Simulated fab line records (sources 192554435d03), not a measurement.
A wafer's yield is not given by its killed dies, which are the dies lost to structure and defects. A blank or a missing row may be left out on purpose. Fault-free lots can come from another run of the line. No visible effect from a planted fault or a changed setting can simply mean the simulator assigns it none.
fab line records | flow n5-finfet | part 2 of 2: steps 5 to 6 of 6
record: lots: 24 wafers: 72 last-day: 18
route steps=1938 shown BEOL_M0@736 BEOL_M1@765
lots that met no fault: taken from a fault-free run of the same line
start-h: hours from the record's opening day to when the first of the lot's shown wafers began | wait-h: hours from the lot's prior step to this one | " same as the row above | L1.1+2: several wafers, shown together as one row | - no value, or no start given | * or withheld: withheld | < > ~ a bound
route shown NAME@n: names a module that has steps shown in the file, with the first one's number in the route | usual: mean and standard deviation over wafers with no fault | same: alike in all rows | chamber/n: place in a boat | sites: per-site readings | _std_site: how widely they spread, as a standard deviation | _edge_site: mean of outer sites minus mean of inner sites | radius-mm: how far each site lies from the wafer's centre | mask NAME#n: copy n | behind: the last tool/chamber to shape the wafer | hold: cause of the lot's hold/its duration in hours/its outcome | device: whichever transistor did not switch (one of n, p or np) | end of line: the route-end tests of the same wafers | for a step that has no rows: nothing shown but its recipe | killed: at the first sort, the dies lost to defects and structure; wafer yield is something else | map: the dies of a wafer, with x for killed, . for not killed, _ for no die there
set.NAME: the setting that was run; set.NAME@STEP: the one run at that earlier step | model.NAME: the simulator's own value behind a step, which no gauge read
a sample of lots followed through the steps of the route, with each step as a table and each wafer as a row
services: from which hour (start-h, from the record's first day; less than 0 if before it) a tool's chamber was out of use, for how many hours, and why
== steps ==
step: N5_BEOL_M1_HM_OPEN_17
recipe: chemistry: Cl2/BCl3 target-depth-a: 200 overetch-a: 60 target: TiN mask-material: SOC ion-energy-ev: 150 pressure-mtorr: 10 icp-w: 1000 bias-w: 126 Cl2_flow_sccm: 53.25 bcl3-flow-sccm: 21.75 Ar_flow_sccm: 25
usual: drypump-motor-current-A: 5.3/0.34 oes-product-au: 0.68/0.098 throttle-valve-pct: 22.2/0.32
columns lot.wafer tool chamber start-h wait-h drypump-motor-current-A oes-product-au rf-hours-counter-h throttle-valve-pct
L074.1 rie-metal-03 1 125.53 0.0 4.9 0.50 139 22.6
L074.3 " 0 " " 5.4 0.62 - 22.4
L074.6 " 0 " " 5.4 0.63 - 22.4
L075.1 rie-metal-03 1 138.42 0.0 4.9 0.51 139 22.6
L075.4 " 0 " " 5.4 0.63 - 22.4
L075.5 " 0 " " 5.4 0.63 - 22.4
L076.2 rie-metal-01 1 150.43 0.0 5.2 0.73 15 21.9
L076.3 " 0 " " 5.9 0.57 - 22.2
L076.6 " 0 " " 5.8 0.56 - 22.2
L077.1 rie-metal-01 1 152.32 0.0 5.2 0.74 15 21.9
L077.2 " 0 " " 5.8 0.57 103 22.2
L077.4 " 1 " " 5.1 0.73 - 21.9
L078.1 rie-metal-01 0 154.91 0.0 5.8 0.56 103 22.2
L078.2 " 1 " " 5.2 0.72 15 21.9
L078.6 " 1 " " 5.2 0.73 - 21.9
L079.1 rie-metal-03 0 159.82 0.0 5.4 0.62 58 22.4
L079.3 " 0 " " 5.4 0.62 - 22.4
L079.5 " 0 " " 5.4 0.62 - 22.4
L080.2 rie-metal-02 0 162.62 0.0 5.6 0.73 15 21.5
L080.3 " 0 " " 5.6 0.73 - 21.6
L080.4 " 1 " " 5.0 0.83 - 22.4
L081.1 rie-metal-03 0 164.60 0.0 5.4 0.63 59 22.4
L081.3 " 0 " " 5.4 0.62 - 22.4
L081.6 " 0 " " 5.4 0.62 - 22.4
L082.2 rie-metal-03 1 169.49 0.0 4.9 0.85 1 22.5
L082.3 " 1 " " 4.9 0.86 - 22.5
L082.6 " 1 " " 4.9 0.85 - 22.5
L083.3 rie-metal-01 0 177.46 0.1 5.8 0.56 - 22.2
L083.4 " 1 " " 5.2 0.72 - 21.9
L083.5 " 0 " " 5.8 0.56 - 22.2
L084.1 rie-metal-02 1 184.94 0.0 4.9 0.81 4 22.4
L084.2 " 0 " " 5.6 0.72 17 21.6
L084.5 " 0 " " 5.6 0.72 - 21.6
L085.2 rie-metal-01 1 193.07 0.0 5.1 0.72 19 21.9
L085.5 " 0 " " 5.8 0.56 - 22.2
L085.6 " 1 " " 5.2 0.71 - 21.9
L086.1 rie-metal-03 0 194.44 0.0 5.4 0.62 62 22.4
L086.2 " 1 " " 4.9 0.82 3 22.5
L086.5 " 1 " " 4.9 0.82 - 22.5
L087.2 rie-metal-02 1 199.88 0.0 5.0 0.82 6 22.4
L087.4 " 1 " " 5.0 0.82 - 22.4
L087.6 " 0 " " 5.6 0.73 - 21.6
L088.1 rie-metal-01 1 205.69 0.0 5.2 0.71 20 21.9
L088.5 " 0 " " 5.9 0.56 - 22.2
L088.6 " 1 " " 5.2 0.71 - 21.9
L089.2 rie-metal-01 1 214.96 0.0 5.1 0.70 22 21.9
L089.4 " 0 " " 5.8 0.56 - 22.2
L089.6 " 0 " " 5.9 0.55 - 22.2
L090.1 rie-metal-03 1 225.47 0.0 4.9 0.81 6 22.5
L090.2 " 0 " " 5.4 0.61 65 22.4
L090.6 " 1 " " 4.9 0.80 - 22.5
L091.4 rie-metal-02 1 226.79 0.1 5.0 0.80 - 22.4
L091.5 " 1 " " 5.0 0.80 - 22.4
L091.6 " 0 " " 5.6 0.71 - 21.6
L092.1 rie-metal-02 0 229.39 0.0 5.6 0.72 22 21.6
L092.2 " 1 " " 5.0 0.80 9 22.4
L092.4 " 1 " " 5.0 0.81 - 22.4
L093.1 rie-metal-02 1 238.63 0.0 5.0 0.79 10 22.4
L093.3 " 0 " " 5.6 0.71 - 21.6
L093.4 " 1 " " 5.0 0.80 - 22.4
L095.2 rie-metal-03 0 251.08 0.0 5.4 0.61 66 22.4
L095.4 " 1 " " 4.9 0.78 - 22.5
L095.5 " 0 " " 5.4 0.61 - 22.4
L096.1 rie-metal-01 1 254.94 0.0 5.2 0.70 25 21.9
L096.4 " 0 " " 5.9 0.56 - 22.2
L096.5 " 1 " " 5.1 0.69 - 21.9
L094.1 rie-metal-01 0 255.13 0.0 5.8 0.55 113 22.2
L094.3 " 0 " " 5.8 0.56 - 22.2
L094.6 " 1 " " 5.1 0.69 - 21.9
L097.1 rie-metal-03 0 257.85 0.0 5.4 0.61 67 22.4
L097.4 " 0 " " 5.4 0.60 - 22.5
L097.6 " 0 " " 5.4 0.61 - 22.5
step: N5_BEOL_M1_STRIP_19
recipe: chemistry: O2 power-w: 400 temp-c: 40 pressure-mtorr: 30 rf-frequency-hz: 6e+07 bias-power-w: 0 overash-fraction: 0.2 o2-flow-sccm: 225
usual: drypump-motor-current-A: 5.8/0.48 oes-product-au: 0.79/0.091 rf-vpp-V: 3.7/0.5 showerhead-plenum-p-Torr: 2.13/0.058 throttle-valve-pct: 16.6/0.38
columns lot.wafer tool chamber start-h wait-h drypump-motor-current-A oes-product-au rf-hours-counter-h rf-vpp-V showerhead-plenum-p-Torr throttle-valve-pct
L074.1 rie-diel-03 3 125.76 0.2 5.6 0.91 16 3.7 2.24 16.3
L074.3 " 2 " " 5.0 0.82 86 3.6 2.13 16.8
L074.6 " 3 " " 5.6 0.91 - 3.7 2.24 16.4
L075.1 rie-diel-04 2 138.65 0.2 5.7 0.73 138 2.9 2.20 17.0
L075.4 " 0 " " 5.6 0.73 169 4.2 2.09 17.0
L075.5 " 3 " " 5.8 0.70 - 4.3 2.16 16.6
L076.2 rie-diel-02 3 150.55 0.1 6.6 0.95 20 3.8 2.23 16.4
L076.3 " 0 " " 5.1 0.72 190 3.2 2.08 17.0
L076.6 " 1 " " 5.4 0.86 - 3.9 2.11 16.2
L077.1 rie-diel-04 1 152.43 0.1 6.3 0.74 180 3.7 2.17 16.4
L077.2 " 2 " " 5.7 0.73 142 3.9 2.20 17.1
L077.4 " 3 " " 5.7 0.70 241 3.2 2.16 16.6
L078.1 rie-diel-02 3 155.02 0.1 6.6 0.93 22 4.5 2.23 16.5
L078.2 " 2 " " 6.7 0.94 14 3.8 2.13 16.0
L078.6 " 1 " " 5.4 0.86 - 4.0 2.11 16.2
L079.1 rie-diel-02 3 160.15 0.3 6.5 0.92 24 3.9 2.23 16.5
L079.3 " 2 " " 6.6 0.92 16 3.9 2.13 16.0
L079.5 " 1 " " 5.4 0.85 - 3.5 2.11 16.2
L080.2 rie-diel-02 1 162.83 0.2 5.4 0.84 57 3.7 2.11 16.2
L080.3 " 0 " " 5.1 0.71 194 3.4 2.07 17.0
L080.4 " 3 " " 6.6 0.92 25 3.2 2.23 16.5
L081.1 rie-diel-03 1 164.71 0.1 6.0 0.75 162 3.5 2.00 16.8
L081.3 " 0 " " 5.9 0.77 156 3.1 2.10 16.7
L081.6 " 2 " " 5.0 0.81 - 3.1 2.12 16.8
L082.2 rie-diel-04 3 169.60 0.1 5.8 0.69 247 3.3 2.16 16.6
L082.3 " 1 " " 6.3 0.74 185 3.8 2.17 16.4
L082.6 " 1 " " 6.3 0.74 - 4.1 2.17 16.4
L083.3 rie-diel-03 0 177.55 0.1 5.9 0.75 161 3.7 2.10 16.7
L083.4 " 0 " " 5.9 0.75 - 3.7 2.10 16.7
L083.5 " 3 " " 5.6 0.87 - 3.5 2.23 16.4
L084.1 rie-diel-04 2 185.05 0.1 5.7 0.74 155 2.6 2.20 17.1
L084.2 " 0 " " 5.6 0.72 184 3.4 2.08 17.0
L084.5 " 2 " " 5.7 0.74 - 4.1 2.20 17.1
L085.2 rie-diel-02 2 193.18 0.1 6.6 0.91 27 3.4 2.12 16.0
L085.5 " 2 " " 6.6 0.89 - 3.4 2.12 16.0
L085.6 " 1 " " 5.4 0.85 - 3.3 2.10 16.2
L086.1 rie-diel-02 2 194.55 0.1 6.6 0.90 27 3.5 2.12 16.0
L086.2 " 1 " " 5.4 0.84 68 4.3 2.10 16.2
L086.5 " 1 " " 5.4 0.84 - 4.4 2.10 16.2
L087.2 rie-diel-02 3 200.00 0.1 6.6 0.90 34 2.6 2.22 16.5
L087.4 " 0 " " 5.1 0.69 206 4.2 2.07 17.0
L087.6 " 2 " " 6.6 0.90 - 3.9 2.12 16.0
L088.1 rie-diel-03 1 205.81 0.1 6.0 0.74 177 4.0 2.00 16.9
L088.5 " 2 " " 5.0 0.80 - 3.4 2.12 16.8
L088.6 " 3 " " 5.6 0.86 - 3.5 2.23 16.4
L089.2 rie-diel-04 1 215.07 0.1 6.3 0.72 202 3.3 2.16 16.4
L089.4 " 3 " " 5.7 0.99 6 3.9 2.16 16.1
L089.6 " 0 " " 5.6 0.71 - 4.7 2.08 17.0
L090.1 rie-diel-04 0 225.61 0.1 5.6 0.71 196 4.0 2.08 17.0
L090.2 " 1 " " 6.3 0.73 204 3.5 2.16 16.4
L090.6 " 0 " " 5.6 0.71 - 4.4 2.08 17.1
L091.4 rie-diel-03 0 226.92 0.1 5.9 0.75 177 3.6 2.09 16.7
L091.5 " 2 " " 5.0 0.79 - 3.0 2.12 16.9
L091.6 " 1 " " 6.0 0.73 - 3.3 2.00 16.9
L092.1 rie-diel-04 3 229.53 0.1 5.7 0.98 10 4.5 2.16 16.1
L092.2 " 2 " " 5.8 0.72 169 3.9 2.19 17.1
L092.4 " 1 " " 6.3 0.72 205 3.4 2.16 16.4
L093.1 rie-diel-04 1 238.75 0.1 6.3 0.72 208 4.0 2.16 16.4
L093.3 " 2 " " 5.7 0.71 171 4.1 2.19 17.1
L093.4 " 0 " " 5.6 0.71 201 3.1 2.08 17.1
L095.2 rie-diel-02 1 251.19 0.1 5.4 0.82 85 3.1 2.10 16.2
L095.4 " 2 " " 6.6 0.87 44 4.4 2.12 16.1
L095.5 " 1 " " 5.4 0.82 - 3.1 2.10 16.2
L096.1 rie-diel-04 1 255.14 0.2 6.3 0.72 213 3.1 2.16 16.5
L096.4 " 2 " " 5.7 0.71 176 4.7 2.19 17.1
L096.5 " 0 " " 5.6 0.71 - 3.4 2.07 17.1
L094.1 rie-diel-04 2 255.27 0.1 5.7 0.71 176 3.5 2.19 17.1
L094.3 " 0 " " 5.6 0.71 206 4.3 2.07 17.1
L094.6 " 1 " " 6.3 0.72 - 4.3 2.16 16.4
L097.1 rie-diel-04 3 257.96 0.1 5.7 0.96 18 4.1 2.15 16.1
L097.4 " 0 " " 5.6 0.70 207 3.5 2.07 17.0
L097.6 " 2 " " 5.8 0.71 - 3.9 2.19 17.1
== services ==
columns tool chamber start-h hours kind
rie-metal-02 1 120.88 - clean
rie-metal-02 1 120.88 14.8 scheduled-down
rie-metal-02 1 120.88 14.8 vent-cycle
rie-metal-03 - 129.64 1.5 repair
pvd-sputter-03 - 134.43 3.8 repair
pvd-sputter-02 - 138.49 1.9 repair
rie-metal-02 - 138.51 4.3 pm
rie-metal-03 1 140.81 - clean
pvd-sputter-03 - 149.97 2.2 repair
rie-diel-03 - 163.99 0.5 repair
rie-diel-03 2 175.88 5.3 repair
rie-diel-04 3 179.20 - clean
rie-diel-04 3 179.20 - consumable-replace:focus-ring
rie-diel-04 3 179.20 17.8 scheduled-down
rie-diel-04 3 179.20 17.8 vent-cycle
rie-diel-02 3 190.09 4.6 repair
rie-metal-03 0 234.74 7.5 repair
rie-diel-03 0 236.50 2.5 repair
